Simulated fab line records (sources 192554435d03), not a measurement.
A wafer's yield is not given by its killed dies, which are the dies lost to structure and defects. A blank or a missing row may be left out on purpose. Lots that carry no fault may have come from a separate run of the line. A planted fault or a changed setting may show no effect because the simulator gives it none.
Which tool did it?	flow n5-finfet	Sampling: 24 lots, 72 wafers, 5 of 1938 route steps

WHAT THE GAUGES SHOWED, per wafer
N5_BEOL_M13_CD_MEAS_17: target cd 190 nm. Usual: cd-nm 191.2 nm, standard deviation 1.9.
lot	measured	on	cd-nm (nm)	flag
L074	day 11 03:23	cd-sem-02	189.7 191.9 191.4	
L075	day 11 07:24	cd-sem-03	192.7 192.1 193.4	
L076	day 11 23:27	cd-sem-01	194.8 190.5 192.5	
L080	day 12 04:16	cd-sem-03	191.4 191.4 190.4	
L079	day 12 06:06	cd-sem-02	191.4 192.5 191.5	
L077	day 12 14:54	cd-sem-01	192.6 192.2 192.4	
L081	day 12 17:02	cd-sem-01	194.4 195.4 192.5	
L078	day 12 17:25	cd-sem-02	194.5 193.3 191.8	
L082	day 12 18:47	cd-sem-01	192.9 193.4 192.4	
L083	day 13 06:40	cd-sem-02	195.5 193.3 192.6	
L084	day 13 15:03	cd-sem-02	191.1 192.4 190.9	
L085	day 14 03:19	cd-sem-01	187.6 188.8 187.7	
L087	day 14 06:28	cd-sem-02	193.5 191.7 192.6	
L089	day 14 15:40	cd-sem-01	189.6 189.4 189.3	
L086	day 14 15:56	cd-sem-03	190.8 190.6 192.7	
L091	day 14 18:15	cd-sem-02	190.3 190.5 191.4	
L090	day 14 19:18	cd-sem-03	189.7 190.8 192.3	
L088	day 14 22:41	cd-sem-02	189.6 191.5 188.9	
L093	day 15 04:53	cd-sem-02	190.5 188.8 191.4	
L094	day 16 00:37	cd-sem-01	190.1 189.7 192.1	
L092	day 16 02:16	cd-sem-03	191.2 190.7 192.5	
L096	day 16 21:14	cd-sem-01	186.5 187.5 186.9	
L097	day 17 02:22	cd-sem-03	190.3 188.9 188.9	
L095	day 17 02:53	cd-sem-02	191.2 190.5 190.6	

N5_BEOL_M13_INSPECT_30: inspects for defects (macro). Usual: raw-defect-count 2.2, standard deviation 1.4.
lot	measured	on	raw-defect-count	flag
L074	day 11 03:54	defect-inspect-02	1 4 2	
L075	day 11 07:47	defect-inspect-01	1 0 2	
L076	day 11 23:50	defect-inspect-01	5 1 0	
L080	day 12 04:39	defect-inspect-01	0 1 2	
L079	day 12 06:37	defect-inspect-02	2 2 5	
L077	day 12 15:25	defect-inspect-02	4 1 2	
L081	day 12 17:32	defect-inspect-02	2 2 2	
L078	day 12 17:47	defect-inspect-01	1 2 3	
L082	day 12 19:18	defect-inspect-01	0 3 2	
L083	day 13 07:03	defect-inspect-01	0 1 1	
L084	day 13 15:26	defect-inspect-01	1 3 3	
L085	day 14 03:50	defect-inspect-02	4 2 0	
L087	day 14 06:51	defect-inspect-01	2 3 1	
L089	day 14 16:10	defect-inspect-01	4 1 5	
L086	day 14 16:19	defect-inspect-01	4 1 2	
L091	day 14 18:45	defect-inspect-02	2 2 3	
L090	day 14 19:41	defect-inspect-02	4 3 1	
L088	day 14 23:11	defect-inspect-02	1 2 2	
L093	day 15 05:16	defect-inspect-02	3 3 2	
L094	day 16 01:08	defect-inspect-01	1 2 1	
L092	day 16 02:38	defect-inspect-01	3 1 2	
L096	day 16 21:37	defect-inspect-02	4 0 2	
L097	day 17 02:45	defect-inspect-01	4 1 2	
L095	day 17 03:23	defect-inspect-02	3 3 3	

WHICH TOOL RAN EACH LOT (tool, then ch and the chambers of the sampled wafers, then the start)
lot	N5_BEOL_M12_CMP_49	N5_BEOL_M13_DESCUM_15	N5_BEOL_M13_ETCH_59
L074	cmp-01 ch 0,2,3, day 11 01:50	rie-diel-02 ch 0,1,2, day 11 02:52	rie-diel-02 ch 0,1,2, day 11 02:54
L075	cmp-03 ch 1,2,3, day 11 05:16	rie-diel-03 ch 0,1,2, day 11 06:31	rie-diel-03 ch 0,1,2, day 11 06:33
L076	cmp-04 ch 1,2,3, day 11 21:54	rie-diel-02 ch 1,2,3, day 11 22:55	rie-diel-02 ch 1,2,3, day 11 22:57
L080	cmp-01 ch 1,3, day 12 02:38	rie-diel-02 ch 0,2,3, day 12 03:44	rie-diel-02 ch 0,2,3, day 12 03:46
L079	cmp-01 ch 0,2,3, day 12 04:25	rie-diel-03 ch 0,1,2, day 12 05:34	rie-diel-03 ch 0,1,2, day 12 05:37
L077	cmp-03 ch 1,2,3, day 12 13:28	rie-diel-02 ch 0,1,2, day 12 14:22	rie-diel-02 ch 0,1,2, day 12 14:25
L081	cmp-01 ch 1,2,3, day 12 15:29	rie-diel-03 ch 1,2, day 12 16:31	rie-diel-03 ch 1,2, day 12 16:32
L078	cmp-04 ch 0,3, day 12 15:43	rie-diel-02 ch 0,2,3, day 12 16:53	rie-diel-02 ch 0,2,3, day 12 16:55
L082	cmp-01 ch 2,3, day 12 17:09	rie-diel-01 ch 2,3, day 12 18:16	rie-diel-01 ch 2,3, day 12 18:17
L083	cmp-04 ch 1,2,3, day 13 04:41	rie-diel-02 ch 0,2, day 13 05:47	rie-diel-02 ch 0,2, day 13 05:50
L084	cmp-01 ch 2,3, day 13 13:20	rie-diel-01 ch 0,1,2, day 13 14:31	rie-diel-01 ch 0,1,2, day 13 14:34
L085	cmp-04 ch 1,2,3, day 14 01:46	rie-diel-03 ch 0,1,3, day 14 02:47	rie-diel-03 ch 0,1,3, day 14 02:50
L087	cmp-03 ch 1,2,3, day 14 04:53	rie-diel-02 ch 2,3, day 14 05:56	rie-diel-02 ch 2,3, day 14 05:58
L089	cmp-01 ch 1,2,3, day 14 13:30	rie-diel-02 ch 1,2,3, day 14 15:08	rie-diel-02 ch 1,2,3, day 14 15:10
L086	cmp-04 ch 0,2,3, day 14 13:47	rie-diel-01 ch 0,1,3, day 14 15:23	rie-diel-01 ch 0,1,3, day 14 15:26
L091	cmp-01 ch 0,2, day 14 16:43	rie-diel-02 ch 0,1,2, day 14 17:43	rie-diel-02 ch 0,1,2, day 14 17:45
L090	cmp-04 ch 1,2,3, day 14 17:36	rie-diel-01 ch 1,2, day 14 18:46	rie-diel-01 ch 1,2, day 14 18:48
L088	cmp-01 ch 1,2, day 14 21:07	rie-diel-03 ch 0,1, day 14 22:08	rie-diel-03 ch 0,1, day 14 22:10
L093	cmp-01 ch 0,2, day 15 03:14	rie-diel-02 ch 2,3, day 15 04:20	rie-diel-02 ch 2,3, day 15 04:23
L094	cmp-03 ch 0,1,3, day 15 23:08	rie-diel-03 ch 0,2,3, day 16 00:05	rie-diel-03 ch 0,2,3, day 16 00:08
L092	cmp-03 ch 0,1,2, day 16 00:35	rie-diel-03 ch 0,1,2, day 16 01:43	rie-diel-03 ch 0,1,2, day 16 01:46
L096	cmp-01 ch 0,2,3, day 16 19:38	rie-diel-03 ch 0,1,2, day 16 20:43	rie-diel-03 ch 0,1,2, day 16 20:45
L097	cmp-03 ch 1,2,3, day 17 00:49	rie-diel-01 ch 0,1,2, day 17 01:50	rie-diel-01 ch 0,1,2, day 17 01:52
L095	cmp-01 ch 0,1,3, day 17 01:10	rie-diel-03 ch 0,1,2, day 17 02:21	rie-diel-03 ch 0,1,2, day 17 02:23
- N5_BEOL_M12_CMP_49: polishes, stops on SiOC, t overpolish 20.6 s, target thk 320 nm.
- N5_BEOL_M13_DESCUM_15: chemistry O2, time 7.9 s.
- N5_BEOL_M13_ETCH_59: etches BARC in N2/H2, target depth 89 nm, overetch 26.7 nm, time 67.9 s.

WHAT THE TOOLS THEMSELVES READ (means of the sampled wafers that have a number; where no wafer has one, the mark that the record gives instead)
N5_BEOL_M12_CMP_49. Usual: barrier-field-endpoint-s 30.4 s, standard deviation 0.72; motor-current-A 6.1 A, standard deviation 0.49; overpolish-run-s 20.600 s, standard deviation 0.0088.
lot	tool	barrier-field-endpoint-s (s)	motor-current-A (A)	overpolish-run-s (s)	flag
L074	cmp-01	30.0	6.0	20.597	
L075	cmp-03	30.3	6.3	20.600	
L076	cmp-04	29.9	6.4	20.600	
L080	cmp-01	31.2	6.0	20.594	
L079	cmp-01	31.3	6.0	20.598	
L077	cmp-03	30.3	6.5	20.606	
L081	cmp-01	30.9	6.4	20.597	
L078	cmp-04	30.3	5.7	20.601	
L082	cmp-01	29.9	6.2	20.597	
L083	cmp-04	31.4	6.4	20.604	
L084	cmp-01	29.5	5.7	20.602	
L085	cmp-04	29.8	6.3	20.597	
L087	cmp-03	30.1	6.3	20.602	
L089	cmp-01	30.3	6.3	20.599	
L086	cmp-04	30.0	6.0	20.596	
L091	cmp-01	31.5	6.6	20.601	
L090	cmp-04	30.3	6.7	20.601	
L088	cmp-01	30.4	6.3	20.598	
L093	cmp-01	30.7	5.9	20.592	
L094	cmp-03	29.8	6.1	20.600	
L092	cmp-03	30.9	6.2	20.604	
L096	cmp-01	30.2	5.9	20.603	
L097	cmp-03	30.3	6.5	20.600	
L095	cmp-01	30.6	5.8	20.605	

N5_BEOL_M13_DESCUM_15. Usual: drypump-motor-current-A 5.6 A, standard deviation 0.49; o2-flow-sccm 225.0 sccm, standard deviation 0.68; oes-product-au 0.74 a.u., standard deviation 0.055; rf-vpp-V 243.2 V, standard deviation 1.5; showerhead-plenum-p-Torr 2.10 Torr, standard deviation 0.089; throttle-valve-pct 20.54 %, standard deviation 0.23.
lot	tool	drypump-motor-current-A (A)	o2-flow-sccm (sccm)	oes-product-au (a.u.)	rf-vpp-V (V)	showerhead-plenum-p-Torr (Torr)	throttle-valve-pct (%)	flag
L074	rie-diel-02	5.4	224.7	0.73	242.2	1.99	20.51	
L075	rie-diel-03	5.7	225.6	0.72	243.2	2.11	20.55	
L076	rie-diel-02	5.5	224.8	0.76	241.5	2.03	20.41	
L080	rie-diel-02	5.6	224.6	0.77	241.8	2.06	20.58	
L079	rie-diel-03	5.6	225.4	0.71	243.3	2.10	20.56	
L077	rie-diel-02	5.4	225.0	0.71	241.0	1.99	20.52	
L081	rie-diel-03	6.1	224.6	0.72	243.3	2.13	20.40	
L078	rie-diel-02	5.7	224.9	0.76	243.1	2.06	20.58	
L082	rie-diel-01	4.9	224.5	0.82	243.9	2.16	20.45	
L083	rie-diel-02	5.6	224.5	0.72	242.6	2.02	20.69	
L084	rie-diel-01	5.6	225.6	0.80	245.3	2.20	20.56	
L085	rie-diel-03	5.4	225.2	0.72	243.6	2.11	20.68	
L087	rie-diel-02	5.9	224.5	0.76	242.0	2.01	20.68	
L089	rie-diel-02	5.5	225.2	0.74	243.0	2.02	20.45	
L086	rie-diel-01	5.7	224.6	0.74	244.4	2.15	20.68	
L091	rie-diel-02	5.4	224.6	0.71	241.1	1.98	20.55	
L090	rie-diel-01	5.5	224.5	0.82	244.4	2.21	20.61	
L088	rie-diel-03	5.3	225.1	0.70	242.7	2.07	20.74	
L093	rie-diel-02	5.8	225.2	0.77	243.7	2.09	20.51	
L094	rie-diel-03	5.8	225.4	0.70	243.4	2.12	20.53	
L092	rie-diel-03	5.7	226.0	0.70	243.7	2.09	20.60	
L096	rie-diel-03	5.6	224.7	0.70	242.5	2.09	20.60	
L097	rie-diel-01	5.6	224.8	0.77	243.8	2.19	20.60	
L095	rie-diel-03	5.6	225.2	0.70	242.3	2.09	20.60	

N5_BEOL_M13_ETCH_59. Usual: drypump-motor-current-A 5.6 A, standard deviation 0.49; oes-product-au 0.64 a.u., standard deviation 0.044; rf-vpp-V 524 V, standard deviation 3.2; showerhead-plenum-p-Torr 2.56 Torr, standard deviation 0.11; throttle-valve-pct 18.02 %, standard deviation 0.23.
lot	tool	drypump-motor-current-A (A)	oes-product-au (a.u.)	rf-vpp-V (V)	showerhead-plenum-p-Torr (Torr)	throttle-valve-pct (%)	flag
L074	rie-diel-02	5.4	0.63	521	2.43	17.98	
L075	rie-diel-03	5.6	0.62	525	2.56	18.01	
L076	rie-diel-02	5.5	0.65	522	2.46	17.81	
L080	rie-diel-02	5.6	0.66	524	2.51	18.06	
L079	rie-diel-03	5.7	0.62	525	2.56	18.02	
L077	rie-diel-02	5.4	0.62	521	2.42	18.02	
L081	rie-diel-03	6.0	0.62	526	2.60	17.94	
L078	rie-diel-02	5.7	0.66	522	2.51	18.07	
L082	rie-diel-01	4.9	0.70	526	2.64	17.93	
L083	rie-diel-02	5.6	0.62	521	2.47	18.27	
L084	rie-diel-01	5.6	0.67	528	2.67	18.06	
L085	rie-diel-03	5.4	0.61	525	2.56	18.12	
L087	rie-diel-02	5.9	0.65	522	2.43	18.02	
L089	rie-diel-02	5.5	0.64	522	2.45	17.86	
L086	rie-diel-01	5.7	0.63	526	2.61	18.19	
L091	rie-diel-02	5.4	0.61	521	2.41	18.05	
L090	rie-diel-01	5.5	0.70	528	2.69	18.10	
L088	rie-diel-03	5.3	0.60	523	2.50	18.16	
L093	rie-diel-02	5.8	0.67	524	2.54	17.91	
L094	rie-diel-03	5.9	0.61	525	2.59	18.04	
L092	rie-diel-03	5.7	0.60	524	2.55	18.08	
L096	rie-diel-03	5.6	0.60	524	2.54	18.09	
L097	rie-diel-01	5.6	0.66	527	2.66	18.10	
L095	rie-diel-03	5.6	0.59	524	2.54	18.09	

THE ANSWER, worked out from the rows above alone
Rule: take the mean of a lot's wafers that have a number; if it is more than 3 standard deviations from the usual mean, the lot is off. Also off: a lot with no number at a reading for which 4 or more lots have one. All remaining lots with rows at the step are treated as sound. Order of review: gauges by route order, followed by the tools' own readings, for which a lot's mean as printed above is used. The first step at which some lot is off is used, and at that step the reading that is off furthest; a lot without a number counts as furthest.
Nothing can be told from this: no lot is off at any reading shown.

WHAT WAS PUT IN BY THE SIMULATOR
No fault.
